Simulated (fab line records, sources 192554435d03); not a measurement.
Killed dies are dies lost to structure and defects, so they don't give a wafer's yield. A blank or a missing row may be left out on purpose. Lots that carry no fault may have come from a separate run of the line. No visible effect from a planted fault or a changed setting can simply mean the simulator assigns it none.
The same fault as seen by 3 desks ; flow n5-finfet ; only its own numbers are on each desk; what lay behind them is given at the end

== THE DEFECT DESK ==
Lot by lot, what the route's inspections counted, given as the mean of those sampled wafers with a number. Any lot whose mean is over 4 standard deviations away from the usual mean is out of limits and marked OUT; that distance is given in the brackets.
Columns: A = raw-defect-count at N5_BEOL_M9_INSPECT_58, usual 72; B = raw-defect-count at N5_BEOL_M10_INSPECT_13, usual 398
lot;first seen here;A;B
L519;day 11 22:38;67;362
L521;day 12 12:30;59;299
L531;day 17 07:39;88;357
L532;day 17 23:05;59;458
L535;day 18 17:38;80;393
L526;day 19 21:57;65;378
L540;day 19 22:19;74;407
This desk's finding: nothing out of limits on any of the 7 lots.

== METROLOGY DESK ==
Lot by lot, what the gauges showed, no matter which tool ran the lot: averages of those sampled wafers that carry a number. Any lot whose mean is over 4 standard deviations away from the usual mean is out of limits and marked OUT; that distance is given in the brackets. It has 27 readings, of which 7 appear: the earliest out of limits, and the ones furthest out on some lot.
Columns: A = cd-nm at N5_BEOL_M10_CD_MEAS_11, usual 64.1 nm; B = cd-nm at N5_BEOL_M10_CD_MEAS_18, usual 70.0 nm; C = COMB_M13 at N5_BEOL_M15_RC_MEAS_101, usual 5.6e-12 S/m; D = COMB_M14 at N5_BEOL_M15_RC_MEAS_101, usual 4.4e-12 S/m; E = SERP_M10 at N5_BEOL_M15_RC_MEAS_101, usual 3.08 ohm/um; F = SERP_M7 at N5_BEOL_M15_RC_MEAS_101, usual 13.8 ohm/um; G = SERP_M7_max_site at N5_BEOL_M15_RC_MEAS_101, usual 14.4 ohm/um
lot;first seen here;A;B;C;D;E;F;G
L519;day 11 23:51;64.4;70.5;4.0e-12;4.8e-12;3.07;13.6;14.2
L521;day 12 13:44;64.4;70.1;5.3e-12;3.9e-12;3.11;13.7;14.2
L531;day 17 11:19;60.5 (-7.3) OUT;66.2 (-6.8) OUT;4.7e-12;4.9e-12;3.34;13.4;14.0
L532;day 18 01:23;62.0 (-4.2) OUT;68.1;5.7e-12;5.7e-12;3.27;13.1;13.5
L535;day 18 20:38;63.5;69.4;7.8e-12;3.5e-12;3.08;13.6;14.3
L526;day 20 00:17;63.4;69.5;5.9e-12;3.5e-12;3.09;14.1;14.6
L540;day 20 00:32;64.6;70.6;6.7e-12;5.3e-12;3.04;14.1;14.5
Finding of this desk: L531, L532 out of limits; the first was L531 at day 17 11:19, on cd-nm at N5_BEOL_M10_CD_MEAS_11. L519, L521, L535, L526, L540: within limits.

== THE TOOL OWNER'S DESK: arfi-scanner-01 ==
The tool's own readings at N5_BEOL_M10_EXPOSE_08 (exposes mask M10): means of the sampled wafers that have a number, for each lot that ran on this tool. Any lot whose mean is over 4 standard deviations away from the usual mean is out of limits and marked OUT; that distance is given in the brackets.
Columns: A = exposure-dose-mJ-cm2 at N5_BEOL_M10_EXPOSE_08, usual 53.78
lot;first seen here;A
L519;day 11 23:44;53.60
L521;day 12 13:36;53.67
L531;day 17 11:12;50.48 (-13) OUT
L532;day 18 01:16;51.64 (-8.5) OUT
Finding of this desk: L531, L532 out of limits; the first was L531 at day 17 11:12, on exposure-dose-mJ-cm2 at N5_BEOL_M10_EXPOSE_08. L519, L521: within limits.

== BROUGHT TOGETHER ==
An alarm could have come from the tool owner's desk at day 17 11:12, on L531, L532.
The metrology desk could have raised an alarm at day 17 11:19, on L531, L532.
Nothing the defect desk looked at was out of limits.
The defect desk has L531, L532 on record, within its limits.
Of the lots named, all ran N5_BEOL_M10_EXPOSE_08 on arfi-scanner-01.

== WHAT THE SIMULATOR HAD PUT IN ==
Drift in process parameters on arfi-scanner-01 at N5_BEOL_M10_EXPOSE_08, starting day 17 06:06. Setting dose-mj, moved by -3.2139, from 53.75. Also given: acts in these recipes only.
Lots struck among those shown: L531, L532.
Hours from the fault's start to each desk's first reading out of limits: the tool owner's desk, 5; the metrology desk, 5.
